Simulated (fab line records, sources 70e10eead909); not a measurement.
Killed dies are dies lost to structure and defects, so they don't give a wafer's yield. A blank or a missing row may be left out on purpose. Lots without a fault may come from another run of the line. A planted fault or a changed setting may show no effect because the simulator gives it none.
fab line records | flow nand_harc
record lots=6 wafers=18 last_day=24
route steps=1159 shown A_CONTACT@960 A_BLC@964 END@1159
lots that met no fault: from a run of the same line without faults
start_h: hours from the record's first day to the start of the lot's first wafer shown | wait_h: hours since the lot's step before | " the same as in the row above | L1.1+2: a row that stands for several wafers | - no value, or no start given | * or withheld: withheld | < > ~ a bound
route shown NAME@n: a module of which the file shows steps, and the number in the route of the first | usual: mean/standard deviation of fault-free wafers | same: alike in all rows | chamber/n: place in a boat | sites: the reading at each site | _std_site: their standard deviation | _edge_site: outer sites' mean less inner sites' | radius_mm: how far each site lies from the wafer's centre | mask NAME#n: copy n | behind: the tool/chamber that last shaped the wafer | hold: why the lot was held/for how many hours/how that ended | device: the transistor (n, p or np) that didn't switch | end of line: the same wafers' tests at the end of the route | a step without rows: its recipe alone | killed: dies lost to structure and defects at the first sort, not the wafer's yield | map: a wafer's dies, x killed, . not, _ none there
set.NAME: the setting as run; set.NAME@STEP: as run at that earlier step | model.NAME: the simulator's own value behind a step, which no gauge read
lots at some steps of the route; a table a step, a row a wafer
services: from which hour (start_h, from the record's first day; less than 0 if before it) a tool's chamber was out of use, for how many hours, and why
## steps
# step NHARC_A_CONTACT_CMP_20
# recipe t_overpolish_s=30 target_thk_nm=300
# usual motor_current_A=11.8/0.9 overpolish_run_s=30.001/0.0086 time_to_endpoint_s=60.2/2.7
# columns lot.wafer tool chamber start_h wait_h motor_current_A overpolish_run_s time_to_endpoint_s
L844.1 cmp-03 1 392.32 0.8 12.0 29.990 54.9
L844.4 " 2 " " 12.4 30.009 57.0
L844.5 " 1 " " 12.7 29.996 54.7
L851.2 cmp-04 2 442.05 0.8 10.9 29.996 64.1
L851.1 " 0 " " 13.0 30.009 62.8
L851.5 " 3 " " 11.2 29.990 60.7
L853.4 cmp-04 0 453.15 0.5 12.1 30.014 64.8
L853.1 " 2 " " 11.2 30.001 61.8
L853.5 " 0 " " 12.5 29.998 59.9
L859.3 cmp-04 0 477.35 0.6 12.8 29.997 61.7
L859.5 " 1 " " 10.8 30.019 59.6
L859.6 " 2 " " 11.5 30.007 61.8
L858.3 cmp-01 0 491.74 0.6 11.1 29.986 61.9
L858.2 " 1 " " 12.7 30.011 60.1
L858.6 " 2 " " 11.6 30.004 57.5
L864.1 cmp-04 0 525.46 0.8 12.5 29.993 59.7
L864.3 " 2 " " 11.6 29.994 58.4
L864.6 " 0 " " 12.2 29.998 59.8
# step NHARC_A_CONTACT_SRD_22
# step NHARC_A_CONTACT_INSPECT_23
# usual raw_defect_count=449/140
# columns lot.wafer tool chamber start_h wait_h raw_defect_count
L844.1 defect_inspect-02 - 392.72 0.1 358
L844.4 " - " " 443
L844.5 " - " " 415
L851.1 defect_inspect-01 - 442.46 0.1 335
L851.2 " - " " 347
L851.5 " - " " 359
L853.1 defect_inspect-02 - 453.56 0.1 441
L853.4 " - " " 632
L853.5 " - " " 506
L859.3 defect_inspect-01 - 477.68 0.1 636
L859.5 " - " " 527
L859.6 " - " " 609
L858.2 defect_inspect-01 - 492.10 0.1 631
L858.3 " - " " 346
L858.6 " - " " 450
L864.1 defect_inspect-01 - 525.87 0.1 667
L864.3 " - " " 453
L864.6 " - " " 659
# step NHARC_A_BLC_DEHYDRATE_00
# recipe temp_c=150 time_s=120
# step NHARC_A_BLC_HMDS_01
# recipe time_s=30
# step NHARC_A_BLC_COAT_02
# recipe temp_c=260 time_s=75
# step NHARC_A_BLC_COAT_03
# recipe temp_c=225 time_s=65
# step NHARC_A_BLC_COAT_04
# recipe spin_rpm=1500 resist_thk_nm=90
# step NHARC_A_BLC_SOFTBAKE_05
# recipe temp_c=105 time_s=55
# step NHARC_A_BLC_EBR_06
# step NHARC_A_BLC_EXPOSE_07
# recipe na=1.35 target_cd_nm=100 dose_mj=67.97 mask_id=A_BLC
# step NHARC_A_BLC_PEB_08
# recipe peb_temp_c=100 peb_time_s=65
# usual exhaust_pa=44.9/0.91 heater_power_total_W=156.5/0.43 plate_temp_C=99.99/0.14 resist_line_temp_C=23.02/0.1
# columns lot.wafer tool chamber start_h wait_h exhaust_pa heater_power_total_W plate_temp_C resist_line_temp_C
L844.1 litho_track-04 0 393.15 0.1 45.1 156.1 99.92 23.16
L844.4 " 0 " " 44.5 157.1 99.98 22.98
L844.5 " 0 " " 43.7 156.1 100.04 23.09
L851.1 litho_track-04 0 442.89 0.1 43.1 154.3 98.98 22.98
L851.2 " 0 " " 45.3 154.2 99.08 23.10
L851.5 " 0 " " 44.1 154.3 99.09 22.93
L853.1 litho_track-04 0 453.99 0.1 44.8 154.1 99.19 23.09
L853.4 " 0 " " 44.1 155.0 99.03 23.07
L853.5 " 0 " " 46.1 155.2 99.00 23.15
L859.3 litho_track-06 0 478.12 0.1 45.1 157.2 99.96 22.90
L859.5 " 0 " " 45.3 156.2 99.90 23.12
L859.6 " 0 " " 45.6 157.1 100.16 23.01
L858.2 litho_track-06 0 492.53 0.1 43.5 156.6 100.02 22.94
L858.3 " 0 " " 44.1 156.8 100.03 23.12
L858.6 " 0 " " 44.9 156.2 99.84 23.01
L864.1 litho_track-01 0 526.30 0.1 43.5 156.7 99.89 23.14
L864.3 " 0 " " 44.9 156.9 100.04 22.89
L864.6 " 0 " " 43.2 155.9 99.91 23.12
# step NHARC_A_BLC_DEVELOP_09
# recipe develop_time_s=35 dev_temp_c=23
# step NHARC_A_BLC_CD_MEAS_10
# recipe target_cd_nm=100 landing_energy_ev=500
# usual cd_nm=100.1/0.5
# same landing_energy_ev=500
# columns lot.wafer tool chamber start_h wait_h cd_nm
L844.1 cd_sem-03 0 393.23 - 100.4
L844.4 " 0 " " 100.3
L844.5 " 0 " " 100.5
L851.1 cd_sem-02 0 442.97 - 97.0
L851.2 " 0 " " 97.1
L851.5 " 0 " " 97.0
L853.1 cd_sem-03 0 454.07 - 97.0
L853.4 " 0 " " 96.9
L853.5 " 0 " " 96.6
L859.3 cd_sem-03 0 478.20 - 100.0
L859.5 " 0 " " 99.2
L859.6 " 0 " " 100.4
L858.2 cd_sem-03 0 492.61 - 100.6
L858.3 " 0 " " 101.0
L858.6 " 0 " " 100.9
L864.1 cd_sem-03 0 526.37 - 99.5
L864.3 " 0 " " 99.8
L864.6 " 0 " " 100.5
# step NHARC_A_BLC_OVL_MEAS_11
# usual overlay_x_nm=0.2/0.98 overlay_y_nm=-0.3/0.67
# columns lot.wafer tool chamber start_h wait_h overlay_x_nm overlay_y_nm
L844.1 overlay-01 - 393.32 - 0.0 -0.5
L844.4 " - " " 0.3 -0.1
L844.5 " - " " -0.6 0.0
L851.1 overlay-01 - 443.06 - 0.5 0.8
L851.2 " - " " -0.2 0.0
L851.5 " - " " 0.4 -0.2
L853.1 overlay-02 - 454.16 - -3.1 0.8
L853.4 " - " " -2.0 0.2
L853.5 " - " " -2.8 0.6
L859.3 overlay-01 - 478.28 - -0.5 -0.6
L859.5 " - " " -0.8 -0.7
L859.6 " - " " 0.0 -1.0
L858.2 overlay-02 - 492.69 - 0.1 -1.8
L858.3 " - " " -0.7 -1.8
L858.6 " - " " 0.3 -1.1
L864.1 overlay-01 - 526.46 - 1.3 -0.6
L864.3 " - " " 1.5 -0.8
L864.6 " - " " 1.1 -1.1
# step NHARC_A_BLC_INSPECT_12
# usual raw_defect_count=31/12
# columns lot.wafer tool chamber start_h wait_h raw_defect_count
L844.1 defect_inspect-01 - 393.36 0.0 22
L844.4 " - " " 34
L844.5 " - " " 35
L851.1 defect_inspect-02 - 443.10 0.0 29
L851.2 " - " " 23
L851.5 " - " " 26
L853.1 defect_inspect-02 - 454.19 0.0 33
L853.4 " - " " 29
L853.5 " - " " 32
L859.3 defect_inspect-02 - 478.32 0.0 30
L859.5 " - " " 28
L859.6 " - " " 34
L858.2 defect_inspect-01 - 492.73 0.0 45
L858.3 " - " " 33
L858.6 " - " " 36
L864.1 defect_inspect-02 - 526.50 0.0 46
L864.3 " - " " 40
L864.6 " - " " 56
# step NHARC_A_BLC_DESCUM_15
# recipe time_s=3 o2_flow_sccm=200 ar_flow_sccm=0 bias_power_w=0 chemistry=O2
# usual drypump_motor_current_A=5.8/0.6 oes_product_au=0.999/0.0067 rf_vpp_V=58.0/0.83 showerhead_plenum_p_Torr=1.95/0.071 throttle_valve_pct=11.311/0.0099
# columns lot.wafer tool chamber start_h wait_h drypump_motor_current_A oes_product_au rf_hours_counter_h rf_vpp_V showerhead_plenum_p_Torr throttle_valve_pct model.A_BLC.cd_nm
L844.4 rie_diel-10 1 393.43 0.1 6.4 1.006 3 55.5 1.86 11.322 100.6
L844.1 " 2 " " 6.3 0.990 3 57.2 2.03 11.306 100.5
L844.5 " 0 " " 6.5 0.994 - 59.6 2.02 11.314 100.7
L851.2 rie_diel-13 1 443.17 0.1 5.1 0.989 20 59.4 2.01 11.301 97.15
L851.1 " 2 " " 5.5 1.005 21 57.5 1.97 11.294 96.38
L851.5 " 2 " " 5.5 1.009 - 58.6 1.97 11.291 96.53
L853.4 rie_diel-06 2 454.26 0.1 5.3 1.010 10 58.4 1.87 11.296 97.06
L853.1 " 0 " " 6.3 0.998 10 58.6 1.85 11.301 96.95
L853.5 " 2 " " 5.3 0.998 - 57.5 1.87 11.297 96.75
L859.3 rie_diel-13 1 478.39 0.1 5.1 1.010 1 58.0 2.01 11.308 99.79
L859.6 " 1 " " 5.2 1.009 - 57.7 2.01 11.320 100.3
L859.5 " 2 " " 5.6 1.000 - 56.8 1.97 11.280 99.78
L858.2 rie_diel-10 3 492.79 0.1 4.9 1.001 13 56.8 1.92 11.327 101
L858.3 " 1 " " 6.4 0.998 13 57.3 1.85 11.305 100.7
L858.6 " 0 " " 6.5 0.996 - 58.7 2.02 11.309 100.7
L864.1 rie_diel-10 1 526.57 0.1 6.4 1.012 17 57.2 1.85 11.318 99.85
L864.3 " 3 " " 4.9 1.008 17 57.8 1.92 11.312 99.83
L864.6 " 0 " " 6.5 1.008 - 57.7 2.02 11.309 100.4
# step NHARC_A_BLC_ETCH_16
# recipe target_depth_a=390 over_etch_frac=0.3 time_s=65 ion_energy_ev=80 cf4_flow_sccm=150 ar_flow_sccm=0 rf_w=300 bias_w=100 chemistry=CF4
# usual drypump_motor_current_A=5.8/0.59 oes_product_au=0.998/0.0076 rf_fwd_power_W=297.3/1.1 rf_vpp_V=151.7/1.1 showerhead_plenum_p_Torr=1.80/0.062 throttle_valve_pct=13.283/0.0087
# columns lot.wafer tool chamber start_h wait_h drypump_motor_current_A oes_product_au rf_fwd_power_W rf_hours_counter_h rf_vpp_V showerhead_plenum_p_Torr throttle_valve_pct
L844.4 rie_diel-10 3 393.51 0.1 4.9 1.000 295.4 3 152.6 1.78 13.278
L844.1 " 1 " " 6.4 1.015 297.0 3 150.8 1.72 13.281
L844.5 " 3 " " 4.9 0.997 295.4 - 150.3 1.78 13.277
L851.2 rie_diel-13 1 443.26 0.1 5.1 0.987 296.9 20 152.2 1.85 13.282
L851.1 " 0 " " 6.1 0.993 297.3 21 149.7 1.71 13.287
L851.5 " 2 " " 5.5 1.006 298.9 - 151.3 1.82 13.274
L853.4 rie_diel-06 1 454.34 0.1 5.4 1.005 298.2 9 151.7 1.85 13.268
L853.1 " 3 " " 5.3 1.000 298.2 10 151.1 1.83 13.276
L853.5 " 2 " " 5.2 0.997 296.2 - 150.3 1.73 13.288
L859.3 rie_diel-13 0 478.50 0.1 6.1 0.989 297.5 1 150.2 1.71 13.275
L859.6 " 1 " " 5.2 0.995 297.2 - 152.0 1.85 13.275
L859.5 " 2 " " 5.5 1.002 298.2 - 151.8 1.82 13.290
L858.2 rie_diel-10 2 492.87 0.1 6.3 1.004 297.3 13 151.8 1.87 13.288
L858.3 " 3 " " 4.9 0.998 297.4 13 150.7 1.78 13.286
L858.6 " 3 " " 4.9 0.994 297.3 - 150.1 1.78 13.282
L864.3 rie_diel-10 0 526.65 0.1 6.5 0.988 298.8 16 152.3 1.86 13.275
L864.1 " 2 " " 6.3 1.007 297.3 17 153.0 1.86 13.283
L864.6 " 3 " " 4.9 1.008 297.8 - 151.2 1.78 13.281
# step NHARC_A_BLC_ETCH_17
# recipe target_depth_a=3900 over_etch_frac=0.25 time_s=609.38 ion_energy_ev=200 n2_flow_sccm=150 h2_flow_sccm=150 ar_flow_sccm=0 rf_w=400 bias_w=150 chemistry=N2/H2
# usual drypump_motor_current_A=5.8/0.59 h2_flow_sccm=149.9/0.43 oes_product_au=0.997/0.0072 rf_fwd_power_W=399.6/1.1 rf_vpp_V=431.5/2.2 showerhead_plenum_p_Torr=2.08/0.079 throttle_valve_pct=14.171/0.0086
# columns lot.wafer tool chamber start_h wait_h drypump_motor_current_A h2_flow_sccm oes_product_au rf_fwd_power_W rf_hours_counter_h rf_vpp_V showerhead_plenum_p_Torr throttle_valve_pct
L844.1 rie_diel-10 1 - - 6.4 150.0 1.009 400.4 3 429.1 1.98 14.161
L844.4 " 3 " " 4.9 150.2 1.000 398.7 3 430.0 2.05 14.183
L844.5 " 0 " " 6.5 150.0 0.990 399.0 - 432.6 2.16 14.170
L851.2 rie_diel-13 0 - - 6.1 150.8 0.996 399.0 21 428.3 1.96 14.171
L851.1 " 1 " " 5.1 150.7 0.996 401.8 20 433.4 2.15 14.173
L851.5 " 2 " " 5.5 150.3 1.004 399.3 - 432.6 2.11 14.172
L853.1 rie_diel-06 1 - - 5.4 150.8 0.993 399.2 9 433.4 2.14 14.183
L853.4 " 0 " " 6.3 150.6 1.008 400.4 10 429.0 1.97 14.160
L853.5 " 1 " " 5.4 150.2 0.988 400.9 - 433.3 2.14 14.188
L859.3 rie_diel-13 2 - - 5.5 150.7 0.988 398.5 2 432.7 2.11 14.174
L859.5 " 0 " " 6.1 148.9 1.008 399.7 - 429.7 1.96 14.177
L859.6 " 2 " " 5.5 150.4 0.999 400.3 - 432.0 2.11 14.169
L858.3 rie_diel-10 1 - - 6.4 150.1 1.002 399.2 13 429.3 1.97 14.168
L858.2 " 0 " " 6.5 150.8 0.985 401.9 12 434.7 2.15 14.157
L858.6 " 2 " " 6.3 149.8 1.002 400.5 - 434.4 2.16 14.163
L864.1 rie_diel-10 1 - - 6.4 150.1 0.996 399.1 17 428.9 1.97 14.162
L864.3 " 2 " " 6.3 150.5 0.998 399.3 17 433.6 2.16 14.164
L864.6 " 1 " " 6.4 149.3 1.000 399.0 - 429.2 1.97 14.179
# step NHARC_A_BLC_ETCH_18
# recipe target_depth_a=9100 c4f8_flow_sccm=20 o2_flow_sccm=10 ar_flow_sccm=withheld rf_w=600 bias_w=1500 chemistry=C4F8/O2/Ar
# usual oes_product_au=0.947/0.022 rf_fwd_power_W=599.1/1.6 rf_vpp_V=981/5
# columns lot.wafer tool chamber start_h wait_h oes_product_au rf_fwd_power_W rf_hours_counter_h rf_vpp_V model.A_BLC.cd_nm
L844.1 rie_diel-10 0 - - 0.959 601.3 3 984 100.2
L844.4 " 2 " " 0.976 600.1 3 986 99.07
L844.5 " 0 " " 0.961 600.6 - 986 100.5
L851.1 rie_diel-13 1 - - 0.952 598.3 20 987 93.85
L851.2 " 2 " " 0.960 599.0 21 983 95.58
L851.5 " 0 " " 0.966 600.1 - 974 98.03
L853.1 rie_diel-06 2 - - 0.963 598.3 10 975 97.22
L853.4 " 3 " " 0.978 599.7 10 983 96.5
L853.5 " 2 " " 0.960 599.1 - 974 96.34
L859.3 rie_diel-13 2 - - 0.965 601.8 2 982 98.28
L859.5 " 1 " " 0.979 599.7 - 985 98.34
L859.6 " 2 " " 0.968 599.9 - 981 98.48
L858.2 rie_diel-10 1 - - 0.923 598.2 13 974 100.6
L858.3 " 2 " " 0.933 599.9 13 987 98.57
L858.6 " 0 " " 0.926 597.6 - 984 100.7
L864.1 rie_diel-10 2 - - 0.922 601.4 17 986 98.42
L864.3 " 3 " " 0.934 596.7 17 979 101.4
L864.6 " 1 " " 0.943 600.7 - 975 98.97
# step NHARC_A_BLC_CD_MEAS_19
# usual cd_nm=99.7/1.5
# columns lot.wafer tool chamber start_h wait_h cd_nm
L844.1 cd_sem-03 - 394.39 - 99.7
L844.4 " - " " 98.9
L844.5 " - " " 100.2
L851.1 cd_sem-01 - 444.31 - 94.1
L851.2 " - " " 95.3
L851.5 " - " " 98.3
L853.1 cd_sem-02 - 455.22 - 96.9
L853.4 " - " " 96.6
L853.5 " - " " 96.7
L859.3 cd_sem-03 - 479.53 - 98.1
L859.5 " - " " 98.2
L859.6 " - " " 98.3
L858.2 cd_sem-01 - 493.76 - 100.7
L858.3 " - " " 98.4
L858.6 " - " " 100.4
L864.1 cd_sem-03 - 527.53 - 98.3
L864.3 " - " " 101.4
L864.6 " - " " 99.2
# step NHARC_END_SORT_01
# recipe temp_c=25
# usual killed_at_array=28/11 killed_at_other=0.8/1.3 killed_at_periphery=3.6/2.5 killed_dies=32/11 killed_open=3.0/1.8 killed_short=2.0/1.5
# same gross_dies=677
# columns lot.wafer tool chamber start_h wait_h killed_at_array killed_at_other killed_at_periphery killed_dies killed_open killed_short
L844.1 prober-02 0 461.67 2.5 23 1 2 26 4 3
L844.4 prober-02 0 464.05 3.4 32 0 0 32 5 2
L844.5 prober-02 0 464.85 3.7 31 0 4 35 4 2
L851.1 prober-01 0 500.85 2.5 19 0 8 27 1 0
L851.2 prober-01 0 501.66 2.8 25 1 4 30 3 1
L851.5 prober-01 0 504.08 3.7 22 1 8 31 3 0
L853.1 prober-02 0 508.52 2.5 29 1 3 33 1 2
L853.4 prober-02 0 510.91 3.4 29 0 6 35 5 2
L853.5 prober-02 0 511.71 3.7 30 0 1 31 3 2
L859.3 prober-01 0 532.80 3.1 27 0 2 29 3 1
L859.5 prober-01 0 534.42 3.7 16 0 6 22 1 2
L859.6 prober-01 0 535.23 4.0 33 0 1 34 2 2
L858.2 prober-01 0 540.85 2.8 35 0 2 37 1 1
L858.3 prober-01 0 541.66 3.1 26 0 2 28 1 0
L858.6 prober-01 0 544.06 4.0 33 0 2 35 0 1
# killed by level:class
L844.1 A_SLIT:chamber_film_flake=8 A_STAIRCASE:chamber_film_flake=5 A_WL_FILL:geometric_particle:short=2 A_CONTACT:geometric_particle:open=2 P_GATE:geometric_particle:open=1 A_CONTACT:geometric_particle:short=1 A_M1:geometric_particle:open=1 P_M1:chamber_film_flake=1
L844.4 A_SLIT:chamber_film_flake=10 A_CHANNEL_HOLE_D1:chamber_film_flake=5 A_STAIRCASE:chamber_film_flake=4 A_WL_FILL:chamber_film_flake=3 A_WL_FILL:geometric_particle:open=2 A_CONTACT:chamber_film_flake=2 A_ONON_D1:geometric_particle:open=1 A_STAIRCASE:geometric_particle:open=1
L844.5 A_SLIT:chamber_film_flake=15 A_STAIRCASE:chamber_film_flake=9 A_CONTACT:chamber_film_flake=3 P_CONTACT:geometric_particle:open=1 P_M0:geometric_particle:short=1 P_M2:geometric_particle:open=1 A_CHANNEL_HOLE_D1:geometric_particle:short=1 A_WL_FILL:geometric_particle:open=1
L851.1 A_SLIT:chamber_film_flake=13 P_M0:chamber_film_flake=5 A_CHANNEL_HOLE_D1:chamber_film_flake=4 P_STI:chamber_film_flake=2 A_ONON_D1:geometric_particle:open=1 P_GATE:chamber_film_flake=1 A_STAIRCASE:chamber_film_flake=1
L851.2 A_SLIT:chamber_film_flake=13 P_M0:chamber_film_flake=4 A_CHANNEL_HOLE_D1:chamber_film_flake=2 A_STAIRCASE:chamber_film_flake=2 A_M0:chamber_film_flake=2 A_ONON_D1:geometric_particle:short=1 A_CHANNEL_FILL_D1:geometric_particle:open=1 A_SGD_CUT:geometric_particle:open=1
L851.5 A_SLIT:chamber_film_flake=14 P_M0:chamber_film_flake=4 A_STAIRCASE:chamber_film_flake=4 A_CHANNEL_HOLE_D1:chamber_film_flake=3 P_GATE:geometric_particle:open=1 P_M1:geometric_particle:open=1 A_WL_FILL:geometric_particle:open=1 P_ZERO_WELL:chamber_film_flake=1
L853.1 A_SLIT:chamber_film_flake=16 A_WL_FILL:chamber_film_flake=5 P_GATE:chamber_film_flake=2 A_CHANNEL_HOLE_D1:chamber_film_flake=2 A_CONTACT:chamber_film_flake=2 A_SGD_CUT:geometric_particle:short=1 A_BLC:geometric_particle:open=1 P_M0:chamber_film_flake=1
L853.4 A_SLIT:chamber_film_flake=14 A_CHANNEL_HOLE_D1:chamber_film_flake=8 P_CONTACT:geometric_particle:open=2 P_BONDPAD:chamber_film_flake=2 A_WL_FILL:chamber_film_flake=2 P_CONTACT:geometric_particle:short=1 A_CHANNEL_HOLE_D1:geometric_particle:short=1 A_CHANNEL_HOLE_D1:geometric_particle:open=1
L853.5 A_SLIT:chamber_film_flake=13 A_CHANNEL_HOLE_D1:chamber_film_flake=6 A_STAIRCASE:chamber_film_flake=4 A_CONTACT:chamber_film_flake=2 P_CONTACT:geometric_particle:open=1 A_CHANNEL_HOLE_D1:geometric_particle:open=1 A_CHANNEL_FILL_D1:geometric_particle:short=1 A_CONTACT:geometric_particle:short=1
L859.3 A_CHANNEL_HOLE_D1:chamber_film_flake=15 A_STAIRCASE:chamber_film_flake=5 A_M1:chamber_film_flake=2 P_M0:geometric_particle:short=1 P_M2:geometric_particle:open=1 A_SOURCE_PLATE:geometric_particle:open=1 A_CONTACT:geometric_particle:open=1 A_CHANNEL_FILL_D1:chamber_film_flake=1
L859.5 A_CHANNEL_HOLE_D1:chamber_film_flake=9 P_M1:chamber_film_flake=2 A_STAIRCASE:chamber_film_flake=2 A_CONTACT:chamber_film_flake=2 P_GATE:geometric_particle:open=1 P_M1:geometric_particle:short=1 A_WL_FILL:geometric_particle:short=1 P_STI:chamber_film_flake=1
L859.6 A_CHANNEL_HOLE_D1:chamber_film_flake=18 A_STAIRCASE:chamber_film_flake=6 A_M1:chamber_film_flake=3 A_SOURCE_PLATE:geometric_particle:short=1 A_CHANNEL_FILL_D1:geometric_particle:open=1 A_CONTACT:geometric_particle:open=1 A_CONTACT:geometric_particle:short=1 P_GATE:chamber_film_flake=1
L858.2 A_SLIT:chamber_film_flake=22 A_CHANNEL_HOLE_D1:chamber_film_flake=5 A_CONTACT:chamber_film_flake=3 A_ZERO_WELL:chamber_film_flake=2 A_STAIRCASE:chamber_film_flake=2 P_M0:geometric_particle:open=1 A_SOURCE_PLATE:geometric_particle:short=1 P_M1:chamber_film_flake=1
L858.3 A_SLIT:chamber_film_flake=16 A_STAIRCASE:chamber_film_flake=4 A_CONTACT:chamber_film_flake=3 A_CHANNEL_HOLE_D1:chamber_film_flake=2 P_ZERO_WELL:geometric_particle:open=1 P_M1:chamber_film_flake=1 A_WL_FILL:chamber_film_flake=1
L858.6 A_SLIT:chamber_film_flake=24 A_CHANNEL_HOLE_D1:chamber_film_flake=7 A_STAIRCASE:chamber_film_flake=2 P_M2:geometric_particle:short=1 P_M1:chamber_film_flake=1
## services
# columns tool chamber start_h hours kind
cmp-04 - 368.98 6.3 repair
cmp-01 - 381.20 4.0 pm
rie_diel-10 0 387.00 - clean
cmp-04 - 399.29 4.0 pm
rie_diel-06 1 400.58 29.1 repair
cmp-04 - 411.00 3.1 repair
cmp-01 - 416.27 18.0 repair
rie_diel-06 - 418.20 9.0 pm
rie_diel-10 0 427.08 6.7 repair
litho_track-01 - 443.00 7.0 pm
cmp-03 - 450.13 4.0 pm
rie_diel-13 - 453.00 9.0 pm
rie_diel-10 2 457.66 3.5 repair
cmp-03 - 460.71 2.0 repair
rie_diel-06 2 462.53 3.9 repair
litho_track-06 - 467.00 7.0 pm
cmp-03 - 469.06 0.9 repair
cmp-01 - 476.37 1.1 repair
cmp-01 - 479.20 4.0 pm
rie_diel-10 2 480.05 3.0 repair
litho_track-04 - 491.00 7.0 pm
cmp-04 - 497.29 4.0 pm
cmp-04 - 502.90 1.0 repair
rie_diel-06 3 526.36 8.0 repair
## key
first_sign step=NHARC_A_BLC_PEB_08 reading=plate_temp_C direction=down sigmas=6.7 usual=* struck=*
effect step=NHARC_A_BLC_PEB_08 reading=heater_power_total_W direction=down sigmas=4.7 usual=* struck=*
effect step=NHARC_A_BLC_CD_MEAS_10 reading=cd_nm direction=down sigmas=6.4 usual=100.1 struck=96.9
effect step=NHARC_A_BLC_CD_MEAS_19 reading=cd_nm direction=down sigmas=2.3 usual=99.7 struck=96.3
model_effect step=NHARC_A_BLC_DESCUM_15 value=A_BLC.cd_nm without=100.1 struck=96.8
model_effect step=NHARC_A_BLC_ETCH_18 value=A_BLC.cd_nm without=99.52 struck=96.25
met_at NHARC_A_BLC_PEB_08
struck_wafers L851.1,L851.2,L851.5,L853.1,L853.4,L853.5
tester_left_out L851,L853
onset_between 393.15 442.89
fault kind=process_parameter_drift tool=litho_track-04 chamber=- onset_h=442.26 steps=NHARC_A_BLC_PEB_08 channel=peb_temp_c offset=* shape=step end_h=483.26 acts_in=* stated=*
# tester_left_out: of these lots the tester's yield and bins aren't shown, on N5 and GAA mostly nor the transistor test; their killed dies are dies lost to structure and defects alone, not to doping, threshold or leakage, so they don't give the yield
